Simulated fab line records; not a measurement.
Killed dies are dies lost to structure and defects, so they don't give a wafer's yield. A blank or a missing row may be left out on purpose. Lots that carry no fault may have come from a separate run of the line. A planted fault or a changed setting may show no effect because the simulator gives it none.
Chamber matching || flow nand-harc || NHARC_A_WL_FILL_ALD_02 on ald-metal-04: 4 sister chambers
The step deposits TiN, target thk 2 nm, pulse time 3 s, ald cycles 100. 4 wafers are shown with their chamber, then 8 later ones without.

== WAFERS WITH THEIR CHAMBER ==
{"wafer": "L080.4", "chamber": 3, "heater-power-w (W)": 1119}
{"wafer": "L085.6", "chamber": 2, "heater-power-w (W)": 1180}
{"wafer": "L084.4", "chamber": 1, "heater-power-w (W)": 1137}
{"wafer": "L091.2", "chamber": 0, "heater-power-w (W)": 1295}

== WAFERS WITHOUT THEIR CHAMBER ==
{"wafer": "L091.3", "heater-power-w (W)": 1184}
{"wafer": "L091.5", "heater-power-w (W)": 1172}
{"wafer": "L090.2", "heater-power-w (W)": 1189}
{"wafer": "L090.4", "heater-power-w (W)": 1213}
{"wafer": "L090.5", "heater-power-w (W)": 1184}
{"wafer": "L089.4", "heater-power-w (W)": 1223}
{"wafer": "L089.5", "heater-power-w (W)": 1325}
{"wafer": "L089.6", "heater-power-w (W)": 1173}

== EACH ONE'S CHAMBER ==
{"wafer": "L091.3", "from the rows above": "can't be placed: 2 or 1", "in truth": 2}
{"wafer": "L091.5", "from the rows above": "can't be placed: 2 or 1 or 3", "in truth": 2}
{"wafer": "L090.2", "from the rows above": "can't be placed: 2 or 1", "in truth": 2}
{"wafer": "L090.4", "from the rows above": "can't be placed: 2 or 1", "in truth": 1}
{"wafer": "L090.5", "from the rows above": "can't be placed: 2 or 1", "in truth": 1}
{"wafer": "L089.4", "from the rows above": "can't be placed: 2 or 0 or 1", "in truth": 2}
{"wafer": "L089.5", "from the rows above": 0, "in truth": 0}
{"wafer": "L089.6", "from the rows above": "can't be placed: 2 or 1", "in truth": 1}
Placed correctly: 1 of 8. Can't be placed from these rows: 7 (the true chamber is among the candidates in 7). 0 placed wrongly.
How it was worked out, from the rows above alone: a wafer's distance from a chamber is the root of the sum, over the readings, of the square of ((its reading less the chamber's mean) divided by the reading's scatter). The wafer belongs to the nearest chamber; if the next one is less than 2 further off, it can't be placed. A chamber's mean is the mean of its shown wafers. The scatter (one wafer shown for each chamber): square how far every hidden wafer sits from the nearest shown wafer, average those squares and take the square root.
